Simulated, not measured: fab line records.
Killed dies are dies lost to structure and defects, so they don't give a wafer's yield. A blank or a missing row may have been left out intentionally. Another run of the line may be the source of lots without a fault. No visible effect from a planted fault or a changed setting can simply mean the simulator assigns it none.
Matching of chambers / flow nand_harc / 4 sister chambers for NHARC_A_BLC_ETCH_16 on rie_diel-02
The step etches the open film in CF4, target depth 39 nm, time 65 s. 33 wafers are shown with their chamber, then 12 later ones without.

== WAFERS, EACH WITH ITS CHAMBER ==
wafer=L074.1; chamber=0; drypump_motor_current_A (A)=5.9; rf_vpp_V (V)=150.4; rf_fwd_power_W (W)=297.4
wafer=L074.2; chamber=3; drypump_motor_current_A (A)=5.8; rf_vpp_V (V)=150.5; rf_fwd_power_W (W)=296.8
wafer=L074.3; chamber=2; drypump_motor_current_A (A)=5.2; rf_vpp_V (V)=153.7; rf_fwd_power_W (W)=297.4
wafer=L074.4; chamber=1; drypump_motor_current_A (A)=6.1; rf_vpp_V (V)=152.1; rf_fwd_power_W (W)=298.0
wafer=L074.5; chamber=1; drypump_motor_current_A (A)=6.1; rf_vpp_V (V)=152.2; rf_fwd_power_W (W)=298.1
wafer=L074.6; chamber=2; drypump_motor_current_A (A)=5.2; rf_vpp_V (V)=152.5; rf_fwd_power_W (W)=298.2
wafer=L075.1; chamber=2; drypump_motor_current_A (A)=5.2; rf_vpp_V (V)=153.1; rf_fwd_power_W (W)=299.5
wafer=L075.2; chamber=0; drypump_motor_current_A (A)=5.9; rf_vpp_V (V)=149.8; rf_fwd_power_W (W)=298.0
wafer=L075.5; chamber=0; drypump_motor_current_A (A)=5.9; rf_vpp_V (V)=151.8; rf_fwd_power_W (W)=298.4
wafer=L078.2; chamber=0; drypump_motor_current_A (A)=5.9; rf_vpp_V (V)=150.8; rf_fwd_power_W (W)=298.0
wafer=L078.4; chamber=1; drypump_motor_current_A (A)=6.1; rf_vpp_V (V)=153.2; rf_fwd_power_W (W)=299.4
wafer=L078.5; chamber=2; drypump_motor_current_A (A)=5.2; rf_vpp_V (V)=152.8; rf_fwd_power_W (W)=297.2
wafer=L079.1; chamber=0; drypump_motor_current_A (A)=5.9; rf_vpp_V (V)=152.0; rf_fwd_power_W (W)=298.3
wafer=L079.2; chamber=1; drypump_motor_current_A (A)=6.1; rf_vpp_V (V)=152.2; rf_fwd_power_W (W)=299.5
wafer=L079.4; chamber=2; drypump_motor_current_A (A)=5.2; rf_vpp_V (V)=153.4; rf_fwd_power_W (W)=298.4
wafer=L081.4; chamber=2; drypump_motor_current_A (A)=5.2; rf_vpp_V (V)=151.9; rf_fwd_power_W (W)=298.6
wafer=L081.5; chamber=3; drypump_motor_current_A (A)=5.8; rf_vpp_V (V)=148.4; rf_fwd_power_W (W)=292.8
wafer=L081.6; chamber=2; drypump_motor_current_A (A)=5.3; rf_vpp_V (V)=152.8; rf_fwd_power_W (W)=298.5
wafer=L083.2; chamber=0; drypump_motor_current_A (A)=5.9; rf_vpp_V (V)=150.3; rf_fwd_power_W (W)=297.0
wafer=L083.3; chamber=1; drypump_motor_current_A (A)=6.1; rf_vpp_V (V)=151.7; rf_fwd_power_W (W)=296.2
wafer=L083.5; chamber=0; drypump_motor_current_A (A)=5.9; rf_vpp_V (V)=150.2; rf_fwd_power_W (W)=297.7
wafer=L082.4; chamber=1; drypump_motor_current_A (A)=6.1; rf_vpp_V (V)=151.5; rf_fwd_power_W (W)=297.6
wafer=L082.5; chamber=0; drypump_motor_current_A (A)=5.9; rf_vpp_V (V)=150.4; rf_fwd_power_W (W)=296.2
wafer=L082.6; chamber=1; drypump_motor_current_A (A)=6.2; rf_vpp_V (V)=151.7; rf_fwd_power_W (W)=297.8
wafer=L084.1; chamber=1; drypump_motor_current_A (A)=6.2; rf_vpp_V (V)=153.0; rf_fwd_power_W (W)=298.2
wafer=L084.2; chamber=2; drypump_motor_current_A (A)=5.3; rf_vpp_V (V)=152.5; rf_fwd_power_W (W)=297.4
wafer=L084.6; chamber=0; drypump_motor_current_A (A)=5.9; rf_vpp_V (V)=150.5; rf_fwd_power_W (W)=297.9
wafer=L087.4; chamber=0; drypump_motor_current_A (A)=5.9; rf_vpp_V (V)=151.9; rf_fwd_power_W (W)=296.6
wafer=L087.5; chamber=3; drypump_motor_current_A (A)=5.8; rf_vpp_V (V)=149.7; rf_fwd_power_W (W)=295.0
wafer=L087.6; chamber=2; drypump_motor_current_A (A)=5.2; rf_vpp_V (V)=152.7; rf_fwd_power_W (W)=297.7
wafer=L086.1; chamber=2; drypump_motor_current_A (A)=5.3; rf_vpp_V (V)=152.8; rf_fwd_power_W (W)=298.3
wafer=L086.3; chamber=3; drypump_motor_current_A (A)=5.8; rf_vpp_V (V)=148.1; rf_fwd_power_W (W)=293.4
wafer=L086.4; chamber=3; drypump_motor_current_A (A)=5.8; rf_vpp_V (V)=151.1; rf_fwd_power_W (W)=294.6

SIGNATURES (means of the wafers above)
reading=drypump_motor_current_A; chamber 0=5.900; chamber 1=6.125; chamber 2=5.230; chamber 3=5.800; scatter within a chamber=0.0352
reading=rf_vpp_V; chamber 0=150.810; chamber 1=152.200; chamber 2=152.820; chamber 3=149.560; scatter within a chamber=0.773
reading=rf_fwd_power_W; chamber 0=297.550; chamber 1=298.100; chamber 2=298.120; chamber 3=294.520; scatter within a chamber=0.958
Rule: for a wafer and a chamber, the distance is found by dividing, reading by reading, the gap between the wafer's reading and the chamber's mean by the reading's scatter, squaring, summing and taking the root. The wafer belongs to the nearest chamber; if the next one is less than 2 further off, it can't be placed. The scatter: take each reading less its chamber's mean, square it, sum over the shown wafers, divide by the number of wafers less the number of chambers, and take the root.

== WAFERS WITH NO CHAMBER GIVEN ==
wafer=L091.2; drypump_motor_current_A (A)=5.2; rf_vpp_V (V)=152.9; rf_fwd_power_W (W)=298.1
wafer=L091.3; drypump_motor_current_A (A)=6.1; rf_vpp_V (V)=151.3; rf_fwd_power_W (W)=296.6
wafer=L091.6; drypump_motor_current_A (A)=5.9; rf_vpp_V (V)=151.2; rf_fwd_power_W (W)=297.0
wafer=L090.1; drypump_motor_current_A (A)=5.9; rf_vpp_V (V)=150.9; rf_fwd_power_W (W)=299.9
wafer=L090.3; drypump_motor_current_A (A)=5.8; rf_vpp_V (V)=151.5; rf_fwd_power_W (W)=295.6
wafer=L090.4; drypump_motor_current_A (A)=6.1; rf_vpp_V (V)=152.0; rf_fwd_power_W (W)=297.6
wafer=L096.2; drypump_motor_current_A (A)=5.2; rf_vpp_V (V)=153.1; rf_fwd_power_W (W)=299.2
wafer=L096.4; drypump_motor_current_A (A)=5.8; rf_vpp_V (V)=147.9; rf_fwd_power_W (W)=295.0
wafer=L096.6; drypump_motor_current_A (A)=6.2; rf_vpp_V (V)=153.9; rf_fwd_power_W (W)=297.9
wafer=L097.1; drypump_motor_current_A (A)=5.2; rf_vpp_V (V)=153.4; rf_fwd_power_W (W)=298.3
wafer=L097.3; drypump_motor_current_A (A)=5.9; rf_vpp_V (V)=149.5; rf_fwd_power_W (W)=297.5
wafer=L097.5; drypump_motor_current_A (A)=5.2; rf_vpp_V (V)=151.1; rf_fwd_power_W (W)=297.4

== THE CHAMBER EACH PASSED THROUGH ==
wafer=L091.2; from the rows above=2; in truth=2
wafer=L091.3; from the rows above=1; in truth=1
wafer=L091.6; from the rows above=0; in truth=0
wafer=L090.1; from the rows above=0; in truth=0
wafer=L090.3; from the rows above=can't be placed: 3 or 0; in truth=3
wafer=L090.4; from the rows above=1; in truth=1
wafer=L096.2; from the rows above=2; in truth=2
wafer=L096.4; from the rows above=3; in truth=3
wafer=L096.6; from the rows above=1; in truth=1
wafer=L097.1; from the rows above=2; in truth=2
wafer=L097.3; from the rows above=0; in truth=0
wafer=L097.5; from the rows above=2; in truth=2
Correctly placed: 11 of 12. Unplaceable from these rows: 1, with the true chamber sitting among the candidates in 1. 0 placed wrongly.
